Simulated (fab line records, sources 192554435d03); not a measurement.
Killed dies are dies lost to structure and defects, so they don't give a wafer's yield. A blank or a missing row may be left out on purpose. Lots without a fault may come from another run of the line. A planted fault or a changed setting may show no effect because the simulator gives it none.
fab line records | flow n5_finfet
record lots=7 wafers=21
route steps=1938 shown BEOL_M4@1027 BEOL_M5@1141 BEOL_M7@1305 BEOL_M8@1348 BEOL_M10@1500 BEOL_M11@1560
start_h: hours from the record's first day to the start of the lot's first wafer shown | wait_h: hours since the lot's step before | " the same as in the row above | L1.1+2: a row that stands for several wafers | - no value, or no start given | * or withheld: withheld | < > ~ a bound
route shown NAME@n: a module of which the file shows steps, and the number in the route of the first | usual: mean/standard deviation of fault-free wafers | same: alike in all rows | chamber/n: place in a boat | sites: the reading at each site | _std_site: their standard deviation | _edge_site: outer sites' mean less inner sites' | radius_mm: how far each site lies from the wafer's centre | mask NAME#n: copy n | behind: the tool/chamber that last shaped the wafer | hold: why the lot was held/for how many hours/how that ended | device: the transistor (n, p or np) that didn't switch | end of line: the same wafers' tests at the end of the route | a step without rows: its recipe alone | killed: dies lost to structure and defects at the first sort, not the wafer's yield | map: a wafer's dies, x killed, . not, _ none there
set.NAME: the setting as run; set.NAME@STEP: as run at that earlier step | model.NAME: the simulator's own value behind a step, which no gauge read
lots whose settings were changed on purpose; a table a step, a row a wafer
## steps
# step N5_BEOL_M4_COAT_73
# recipe resist=underlayer temp_c=205 time_s=60 spin_rpm=1500 resist_thk_nm=5
# columns lot.wafer tool chamber start_h wait_h set.spin_rpm
L077.1+4+6 litho_track-02 0 - - 1500
L080.2+6 litho_track-02 0 - - 1500
L080.5 " 0 " " 1360
L082.4+5 litho_track-05 0 - - 1500
L082.6 " 0 " " 1429
L090.3+5+6 litho_track-04 0 - - 1500
L092.1+4+5 litho_track-04 0 - - 1500
L089.2+3 litho_track-05 0 - - 1640
L089.5 " 0 " " 1500
L096.3+5+6 litho_track-05 0 - - 1500
# step N5_BEOL_M4_COAT_05
# recipe resist=CAR-EUV spin_rpm=1500 resist_thk_nm=30
# step N5_BEOL_M4_EBR_07
# recipe solvent=PGMEA ebr_width_mm=1.5
# step N5_BEOL_M4_DESCUM_16
# recipe chemistry=O2 time_s=7 source_power_w=50 bias_power_w=20 pressure_mtorr=20 rf_frequency_hz=2.712e+07 temp_c=40 resist=CAR-EUV o2_flow_sccm=225
# step N5_BEOL_M4_ETCH_74
# recipe chemistry=N2/H2 target=underlayer target_depth_a=65 mask_material=CAR-EUV time_s=5.2 ion_energy_ev=200 pressure_mtorr=30 source_w=840 bias_w=150 n2_flow_sccm=200 h2_flow_sccm=200 ends=cleared
# columns lot.wafer tool chamber start_h wait_h set.spin_rpm@BEOL_M4_COAT_73 model.etch.depth_nm
L077.1 rie_diel-04 0 170.87 0.0 1500 4.991
L077.4 " 2 " " 1500 4.999
L077.6 " 1 " " 1500 5.001
L080.2 rie_diel-04 1 194.87 0.0 1500 5.02
L080.5 " 1 " " 1360 5.262
L080.6 " 0 " " 1500 5.044
L082.4+5 rie_diel-03 0,3 202.45 0.0 1500 4.989
L082.6 " 0 " " 1429 5.113
L090.3 rie_diel-04 0 256.52 0.0 1500 5.012
L090.5+6 " 0,1 " " 1500 5.013
L092.1 rie_diel-03 2 263.64 0.0 1500 5.017
L092.4 " 0 " " 1500 5.006
L092.5 " 1 " " 1500 4.99
L089.2+3 rie_diel-03 2,3 266.04 0.0 1640 4.784
L089.5 " 0 " " 1500 4.989
L096.3 rie_diel-04 2 293.16 0.0 1500 4.979
L096.5 " 0 " " 1500 4.988
L096.6 " 1 " " 1500 4.998
# step N5_BEOL_M5_COAT_74
# recipe resist=underlayer temp_c=205 time_s=60 spin_rpm=1500 resist_thk_nm=5
# columns lot.wafer tool chamber start_h wait_h set.spin_rpm
L077.1+6 litho_track-01 0 - - 1445
L077.4 " 0 " " 1500
L080.2 litho_track-02 0 - - 1581
L080.5+6 " 0 " " 1500
L082.4+6 litho_track-03 0 - - 1438
L082.5 " 0 " " 1500
L090.3+5+6 litho_track-03 0 - - 1500
L092.1+4+5 litho_track-02 0 - - 1500
L089.2+5 litho_track-02 0 - - 1392
L089.3 " 0 " " 1500
L096.3+5+6 litho_track-02 0 - - 1500
# step N5_BEOL_M5_COAT_22
# recipe resist=CAR-EUV spin_rpm=1500 resist_thk_nm=30
# columns lot.wafer tool chamber start_h wait_h set.spin_rpm model.CAR-EUV_of_BEOL_M5_COAT_22.thk_nm
L077.1 litho_track-01 0 - - 1500 30.2
L077.4+6 " 0 " " 1449 30.6
L080.2+5+6 litho_track-02 0 - - 1500 30
L082.4+5+6 litho_track-03 0 - - 1500 30
L090.3+5 litho_track-03 0 - - 1598 29
L090.6 " 0 " " 1500 29.8
L092.1 litho_track-02 0 - - 1598 29
L092.4+5 " 0 " " 1500 30
L089.2+3+5 litho_track-02 0 - - 1500 30
L096.3 litho_track-02 0 - - 1500 29.8
L096.5+6 " 0 " " 1500 30
# step N5_BEOL_M5_EBR_24
# recipe solvent=PGMEA ebr_width_mm=1.5
# step N5_BEOL_M5_SOFTBAKE_23
# recipe temp_c=110 time_s=60 resist=CAR-EUV
# step N5_BEOL_M5_DESCUM_33
# recipe chemistry=O2 time_s=7 source_power_w=50 bias_power_w=20 pressure_mtorr=20 rf_frequency_hz=2.712e+07 temp_c=40 resist=CAR-EUV o2_flow_sccm=225
# step N5_BEOL_M5_ETCH_75
# recipe chemistry=N2/H2 target=underlayer target_depth_a=65 mask_material=CAR-EUV time_s=5.2 ion_energy_ev=200 pressure_mtorr=30 source_w=840 bias_w=150 n2_flow_sccm=200 h2_flow_sccm=200 ends=cleared
# columns lot.wafer tool chamber start_h wait_h set.spin_rpm@BEOL_M5_COAT_74 set.spin_rpm@BEOL_M5_COAT_22 model.CAR-EUV_of_BEOL_M5_COAT_22.thk_nm model.etch.depth_nm
L077.1 rie_diel-06 2 182.23 0.0 1445 1500 20.2 5.1
L077.4 " 3 " " 1500 1449 21 5.011
L077.6 " 1 " " 1445 1449 20.8 5.105
L080.2 rie_diel-06 0 204.85 0.0 1581 1500 20.4 4.88
L080.5 " 1 " " 1500 1500 20.2 5.017
L080.6 " 3 " " 1500 1500 20.4 4.997
L082.4 rie_diel-06 0 223.70 0.0 1438 1500 20.2 5.091
L082.5 " 1 " " 1500 1500 20.4 4.984
L082.6 " 3 " " 1438 1500 20.2 5.099
L090.3 rie_diel-05 0 270.32 0.0 1500 1598 19.2 5.007
L090.5 " 1 " " 1500 1598 19.2 5.005
L090.6 " 0 " " 1500 1500 20.2 5.008
L092.1 rie_diel-05 0 278.36 0.0 1500 1598 19.4 5.019
L092.4 " 3 " " 1500 1500 20.4 5.015
L092.5 " 1 " " 1500 1500 20.2 5.021
L089.2 rie_diel-01 3 285.63 0.0 1392 1500 20.2 5.208
L089.3 " 1 " " 1500 1500 20.4 5.032
L089.5 " 2 " " 1392 1500 20.2 5.204
L096.3 rie_diel-06 0 309.38 0.0 1500 1500 20.2 5.014
L096.5 " 1 " " 1500 1500 20.2 5.009
L096.6 " 0 " " 1500 1500 20.2 5.011
# step N5_BEOL_M5_ETCH_67
# recipe chemistry=CF4 target=SiARC target_depth_a=156 mask_material=CAR-EUV time_s=26 ion_energy_ev=80 pressure_mtorr=40 source_w=545 bias_w=36 Ar_flow_sccm=100 cf4_flow_sccm=100 ends=cleared
# columns lot.wafer tool chamber start_h wait_h set.spin_rpm@BEOL_M5_COAT_22 model.CAR-EUV_of_BEOL_M5_COAT_22.thk_nm
L077.1 rie_diel-06 2 182.24 0.0 1500 11
L077.4 " 3 " " 1449 11.8
L077.6 " 1 " " 1449 11.4
L080.2+6 rie_diel-06 0,3 204.86 0.0 1500 11.2
L080.5 " 1 " " 1500 11
L082.4+5+6 rie_diel-06 0,1,3 223.72 0.0 1500 11
L090.3+5 rie_diel-05 0,1 270.34 0.0 1598 10
L090.6 " 0 " " 1500 11
L092.1 rie_diel-05 0 278.38 0.0 1598 10
L092.4 " 3 " " 1500 11.2
L092.5 " 1 " " 1500 11
L089.2 rie_diel-01 3 285.65 0.0 1500 10.8
L089.3 " 1 " " 1500 11.2
L089.5 " 2 " " 1500 11
L096.3+5+6 rie_diel-06 0,1,0 309.40 0.0 1500 11
# step N5_BEOL_M7_VIA_ETCH_34
# recipe chemistry=C4F6/O2 target=SiCOH_lowk target_depth_a=1255 mask_material=SOC taper_deg=4 time_s=50.5 ion_energy_ev=250 pressure_mtorr=30 source_w=345 bias_w=185 Ar_flow_sccm=300 C4F6_flow_sccm=10 O2_flow_sccm=10
# usual rf_vpp_V=666/9.6
# columns lot.wafer tool chamber start_h wait_h set.bias_w rf_vpp_V
L077.1 rie_diel-06 1 202.03 0.0 185 658
L077.4 " 1 " " 185 657
L077.6 " 0 " " 185 655
L080.2 rie_diel-06 3 230.46 0.0 185 665
L080.5 " 3 " " 200.2 706
L080.6 " 0 " " 185 654
L082.4 rie_diel-05 2 248.21 0.0 175.3 647
L082.5 " 0 " " 185 664
L082.6 " 3 " " 185 684
L090.3 rie_diel-06 1 292.65 0.0 215.6 741
L090.5 " 0 " " 185 654
L090.6 " 1 " " 185 657
L092.1 rie_diel-05 3 297.72 0.0 199.6 726
L092.4 " 0 " " 185 663
L092.5 " 3 " " 185 684
L089.2 rie_diel-06 1 305.86 0.0 208.5 721
L089.3 " 2 " " 185 654
L089.5 " 3 " " 208.5 730
L096.3 rie_diel-01 3 333.35 0.0 185 661
L096.5 " 1 " " 185 665
L096.6 " 3 " " 185 659
# step N5_BEOL_M7_TRENCH_ETCH_37
# recipe chemistry=C4F6/O2 target_depth_a=934.78 target=SiCOH_lowk time_s=31.2 ion_energy_ev=250 pressure_mtorr=30 source_w=345 bias_w=185 Ar_flow_sccm=300 C4F6_flow_sccm=10 O2_flow_sccm=10
# usual rf_vpp_V=666/9.7
# columns lot.wafer tool chamber start_h wait_h set.source_w rf_vpp_V
L077.1 rie_diel-06 1 - - 376.4 628
L077.4 " 1 " " 376.4 630
L077.6 " 0 " " 345 654
L080.2 rie_diel-06 3 - - 291.7 726
L080.5 " 3 " " 345 666
L080.6 " 0 " " 291.7 715
L082.4 rie_diel-05 2 - - 345 678
L082.5 " 0 " " 345 664
L082.6 " 3 " " 345 684
L090.3 rie_diel-06 1 - - 345 656
L090.5 " 0 " " 345 654
L090.6 " 1 " " 345 657
L092.1 rie_diel-05 3 - - 384.5 649
L092.4 " 0 " " 384.5 628
L092.5 " 3 " " 345 684
L089.2 rie_diel-06 1 - - 345 657
L089.3 " 2 " " 399.1 609
L089.5 " 3 " " 399.1 618
L096.3 rie_diel-01 3 - - 345 660
L096.5 " 1 " " 345 664
L096.6 " 3 " " 345 660
# step N5_BEOL_M8_DESCUM_16
# recipe chemistry=O2 time_s=7.9 source_power_w=50 bias_power_w=20 pressure_mtorr=20 rf_frequency_hz=2.712e+07 temp_c=40 resist=CAR-ArF o2_flow_sccm=225
# columns lot.wafer tool chamber start_h wait_h set.time_s model.CAR-ArF_of_BEOL_M8_COAT_05.thk_nm
L077.1+6 rie_diel-04 3 207.15 0.0 7.9 83.6
L077.4 " 2 " " 7.9 83.4
L080.2 rie_diel-04 0 235.59 0.9 6.747 84.2
L080.5 " 1 " " 7.9 83.4
L080.6 " 0 " " 6.747 84
L082.4 rie_diel-03 2 256.04 0.0 9.436 82.4
L082.5 " 0 " " 9.436 82.6
L082.6 " 3 " " 9.436 82.8
L090.3 rie_diel-04 3 298.88 0.0 9.65 82.2
L090.5 " 0 " " 9.65 81.6
L090.6 " 3 " " 7.9 83.2
L092.1 rie_diel-02 0 302.40 0.0 7.9 83.2
L092.4 " 2 " " 7.9 83
L092.5 " 0 " " 7.9 83.4
L089.2 rie_diel-04 3 310.98 0.0 7.9 83.4
L089.3 " 0 " " 7.9 83.6
L089.5 " 2 " " 9.494 82.8
L096.3+5+6 rie_diel-02 1,3,0 338.11 0.0 7.9 83.4
# step N5_BEOL_M8_ETCH_61
# recipe chemistry=CF4 target=SiARC target_depth_a=455 mask_material=CAR-ArF time_s=75.8 ion_energy_ev=80 pressure_mtorr=40 source_w=545 bias_w=36 Ar_flow_sccm=100 cf4_flow_sccm=100 ends=cleared
# columns lot.wafer tool chamber start_h wait_h set.time_s@BEOL_M8_DESCUM_16 model.CAR-ArF_of_BEOL_M8_COAT_05.thk_nm
L077.1+4+6 rie_diel-04 3,2,3 207.19 0.0 7.9 50.8
L080.2+6 rie_diel-04 0 235.62 0.0 6.747 51.6
L080.5 " 1 " " 7.9 50.8
L082.4+5 rie_diel-03 2,0 256.08 0.0 9.436 49.8
L082.6 " 3 " " 9.436 50
L090.3 rie_diel-04 3 298.91 0.0 9.65 49.6
L090.5 " 0 " " 9.65 49
L090.6 " 3 " " 7.9 50.6
L092.1 rie_diel-02 0 302.44 0.0 7.9 50.6
L092.4 " 2 " " 7.9 50.4
L092.5 " 0 " " 7.9 51
L089.2+3 rie_diel-04 3,0 311.02 0.0 7.9 51
L089.5 " 2 " " 9.494 50.2
L096.3+5+6 rie_diel-02 1,3,0 338.14 0.0 7.9 50.8
# step N5_BEOL_M8_COAT_22
# recipe resist=CAR-EUV spin_rpm=1500 resist_thk_nm=30
# columns lot.wafer tool chamber start_h wait_h set.spin_rpm model.CAR-EUV_of_BEOL_M8_COAT_22.thk_nm
L077.1+6 litho_track-05 0 - - 1500 30
L077.4 " 0 " " 1500 29.8
L080.2+5 litho_track-03 0 - - 1339 31.8
L080.6 " 0 " " 1500 30
L082.4+6 litho_track-03 0 - - 1500 30
L082.5 " 0 " " 1500 29.8
L090.3+6 litho_track-03 0 - - 1500 30
L090.5 " 0 " " 1660 28.6
L092.1 litho_track-05 0 - - 1431 30.8
L092.4 " 0 " " 1500 30
L092.5 " 0 " " 1431 30.6
L089.2 litho_track-01 0 - - 1500 30.2
L089.3+5 " 0 " " 1500 30
L096.3+5 litho_track-01 0 - - 1500 30
L096.6 " 0 " " 1500 30.2
# step N5_BEOL_M8_EBR_24
# recipe solvent=PGMEA ebr_width_mm=1.5
# step N5_BEOL_M8_SOFTBAKE_23
# recipe temp_c=110 time_s=60 resist=CAR-EUV
# step N5_BEOL_M8_EXPOSE_25
# recipe mask_id=V7 na=0.33 source_shape=annular sigma_inner=0.4 sigma_outer=0.8 polarization=unpolarized target_cd_nm=40 dose_mj=42.5
# step N5_BEOL_M8_PEB_26
# recipe peb_temp_c=100 peb_time_s=60 resist=CAR-EUV
# step N5_BEOL_M8_DEVELOP_27
# recipe develop_time_s=30 developer=TMAH resist=CAR-EUV rinse_liquid=surfactant_rinse dry=air_spin dev_temp_c=23
# columns lot.wafer tool chamber start_h wait_h set.spin_rpm@BEOL_M8_COAT_22 model.CAR-EUV_of_BEOL_M8_COAT_22.thk_nm
L077.1+4 litho_track-03 0 - - 1500 29.4
L077.6 " 0 " " 1500 29.6
L080.2 litho_track-03 0 - - 1339 31.4
L080.5 " 0 " " 1339 31.2
L080.6 " 0 " " 1500 29.6
L082.4+5+6 litho_track-05 0 - - 1500 29.4
L090.3+6 litho_track-03 0 - - 1500 29.6
L090.5 " 0 " " 1660 28
L092.1+5 litho_track-01 0 - - 1431 30.2
L092.4 " 0 " " 1500 29.4
L089.2+3+5 litho_track-01 0 - - 1500 29.6
L096.3+5+6 litho_track-05 0 - - 1500 29.6
# step N5_BEOL_M10_PEB_26
# recipe peb_temp_c=withheld peb_time_s=60 resist=CAR-ArF
# columns lot.wafer tool chamber start_h wait_h set.peb_time_s
L077.1+6 litho_track-03 0 235.07 0.1 53.48
L077.4 " 0 " " 60
L080.2+5 litho_track-02 0 254.14 0.1 60
L080.6 " 0 " " 52.74
L082.4+5+6 litho_track-03 0 270.89 0.0 60
L090.3+5+6 litho_track-02 0 315.06 0.0 60
L092.1+4+5 litho_track-02 0 323.17 0.1 71.19
L089.2+5 litho_track-03 0 330.86 0.1 60
L089.3 " 0 " " 72.09
L096.3+5+6 litho_track-03 0 362.64 0.0 60
# step N5_BEOL_M10_DEVELOP_27
# recipe develop_time_s=30 developer=TMAH resist=CAR-ArF rinse_liquid=diw dry=air_spin dev_temp_c=23
# step N5_BEOL_M10_CD_MEAS_28
# recipe target_cd_nm=70 landing_energy_ev=500 detector=se_inlens polarity=opening
# usual cd_nm=70.0/0.93
# columns lot.wafer tool chamber start_h wait_h set.peb_time_s@BEOL_M10_PEB_26 cd_nm
L077.1 cd_sem-01 0 235.13 - 53.48 63.8
L077.4 " 0 " " 60 68.8
L077.6 " 0 " " 53.48 64.1
L080.2 cd_sem-01 0 254.21 - 60 70.3
L080.5 " 0 " " 60 69.8
L080.6 " 0 " " 52.74 63.2
L082.4 cd_sem-01 0 270.96 - 60 70.9
L082.5 " 0 " " 60 71.1
L082.6 " 0 " " 60 69.8
L090.3 cd_sem-01 0 315.12 - 60 70.9
L090.5 " 0 " " 60 70.9
L090.6 " 0 " " 60 69.4
L092.1 cd_sem-03 0 323.24 - 71.19 76.4
L092.4 " 0 " " 71.19 77.5
L092.5 " 0 " " 71.19 78.3
L089.2 cd_sem-01 0 330.93 - 60 70.4
L089.3 " 0 " " 72.09 77.4
L089.5 " 0 " " 60 69.1
L096.3 cd_sem-03 0 362.71 - 60 69.0
L096.5 " 0 " " 60 70.4
L096.6 " 0 " " 60 69.5
# step N5_BEOL_M10_VIA_ETCH_34
# recipe chemistry=C4F6/O2 target=SiCOH_lowk target_depth_a=1845 mask_material=SOC taper_deg=4 time_s=69.2 ion_energy_ev=250 pressure_mtorr=30 source_w=345 bias_w=185 Ar_flow_sccm=300 C4F6_flow_sccm=10 O2_flow_sccm=10
# columns lot.wafer tool chamber start_h wait_h set.time_s model.etch.depth_nm model.SOC_of_BEOL_M10_COAT_63.thk_nm
L077.1 rie_diel-04 3 236.89 0.0 69.2 184.1 91.8
L077.4 " 3 " " 69.2 184.1 91.6
L077.6 " 1 " " 64.78 171.7 92.2
L080.2 rie_diel-04 3 254.83 0.0 77.51 206.5 90.8
L080.5 " 0 " " 69.2 185.2 92
L080.6 " 1 " " 69.2 183.3 92
L082.4 rie_diel-04 2 271.25 0.0 59.89 158.9 93.2
L082.5 " 0 " " 69.2 185.7 92
L082.6 " 3 " " 69.2 182.1 92.4
L090.3 rie_diel-03 0 315.68 0.0 54.75 149.4 93.2
L090.5 " 1 " " 54.75 146.9 93.4
L090.6 " 2 " " 69.2 186.2 91.8
L092.1 rie_diel-02 2 323.53 0.0 82.16 217.7 90.6
L092.4 " 0 " " 82.16 222.3 90.4
L092.5 " 2 " " 69.2 185.1 92
L089.2 rie_diel-02 0 331.23 0.0 58.77 159.9 92.6
L089.3 " 1 " " 58.77 159.2 92.6
L089.5 " 2 " " 69.2 183.5 91.4
L096.3 rie_diel-02 2 363.00 0.0 69.2 180.7 92.4
L096.5 " 0 " " 69.2 186.5 92
L096.6 " 1 " " 69.2 185.2 92.4
# step N5_BEOL_M11_COAT_63
# recipe resist=SOC temp_c=250 time_s=60 spin_rpm=1500 resist_thk_nm=100
# columns lot.wafer tool chamber start_h wait_h set.spin_rpm model.SOC_of_BEOL_M11_COAT_63.thk_nm
L077.1+4+6 litho_track-03 0 243.12 0.1 1500 99.8
L080.2+5 litho_track-04 0 262.21 1.4 1500 99.8
L080.6 " 0 " " 1434 102
L082.4+5 litho_track-04 0 279.71 0.2 1500 100.2
L082.6 " 0 " " 1357 105.2
L090.3 litho_track-03 0 322.87 1.0 1415 103
L090.5 " 0 " " 1500 99.8
L090.6 " 0 " " 1500 100
L092.1 litho_track-04 0 330.87 2.9 1500 99.8
L092.4 " 0 " " 1500 100
L092.5 " 0 " " 1351 105.2
L089.2+3 litho_track-04 0 339.57 1.8 1587 97.6
L089.5 " 0 " " 1500 100.6
L096.3+5 litho_track-03 0 370.38 0.1 1500 99.8
L096.6 " 0 " " 1500 100
## key
split step=N5_BEOL_M4_COAT_73 setting=spin_rpm stated=1500 by=wafer
response step=N5_BEOL_M4_ETCH_74 reading=model.etch.depth_nm change=-0.0236 per=1% r=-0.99
split step=N5_BEOL_M5_COAT_74 setting=spin_rpm stated=1500 by=wafer
response step=N5_BEOL_M5_ETCH_75 reading=model.etch.depth_nm change=-0.0245 per=1% r=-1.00
split step=N5_BEOL_M5_COAT_22 setting=spin_rpm stated=1500 by=wafer
response step=N5_BEOL_M5_COAT_22 reading=model.CAR-EUV_of_BEOL_M5_COAT_22.thk_nm change=-0.135 per=1% r=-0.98
response step=N5_BEOL_M5_ETCH_75 reading=model.CAR-EUV_of_BEOL_M5_COAT_22.thk_nm change=-0.153 per=1% r=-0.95
response step=N5_BEOL_M5_ETCH_67 reading=model.CAR-EUV_of_BEOL_M5_COAT_22.thk_nm change=-0.163 per=1% r=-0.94
split step=N5_BEOL_M7_VIA_ETCH_34 setting=bias_w stated=185 by=wafer
response step=N5_BEOL_M7_VIA_ETCH_34 reading=rf_vpp_V change=+5.52 per=1% r=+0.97
split step=N5_BEOL_M7_TRENCH_ETCH_37 setting=source_w stated=345 by=wafer
response step=N5_BEOL_M7_TRENCH_ETCH_37 reading=rf_vpp_V change=-3.25 per=1% r=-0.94
split step=N5_BEOL_M8_DESCUM_16 setting=time_s stated=7.9 by=wafer
response step=N5_BEOL_M8_DESCUM_16 reading=model.CAR-ArF_of_BEOL_M8_COAT_05.thk_nm change=-0.0478 per=1% r=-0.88
response step=N5_BEOL_M8_ETCH_61 reading=model.CAR-ArF_of_BEOL_M8_COAT_05.thk_nm change=-0.051 per=1% r=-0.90
split step=N5_BEOL_M8_COAT_22 setting=spin_rpm stated=1500 by=wafer
response step=N5_BEOL_M8_COAT_22 reading=model.CAR-EUV_of_BEOL_M8_COAT_22.thk_nm change=-0.15 per=1% r=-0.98
response step=N5_BEOL_M8_DEVELOP_27 reading=model.CAR-EUV_of_BEOL_M8_COAT_22.thk_nm change=-0.156 per=1% r=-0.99
split step=N5_BEOL_M10_PEB_26 setting=peb_time_s stated=60 by=wafer
response step=N5_BEOL_M10_CD_MEAS_28 reading=cd_nm change=+0.435 per=1% r=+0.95
split step=N5_BEOL_M10_VIA_ETCH_34 setting=time_s stated=69.2 by=wafer
response step=N5_BEOL_M10_VIA_ETCH_34 reading=model.etch.depth_nm change=+1.81 per=1% r=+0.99
response step=N5_BEOL_M10_VIA_ETCH_34 reading=model.SOC_of_BEOL_M10_COAT_63.thk_nm change=-0.0787 per=1% r=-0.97
split step=N5_BEOL_M11_COAT_63 setting=spin_rpm stated=1500 by=wafer
response step=N5_BEOL_M11_COAT_63 reading=model.SOC_of_BEOL_M11_COAT_63.thk_nm change=-0.528 per=1% r=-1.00
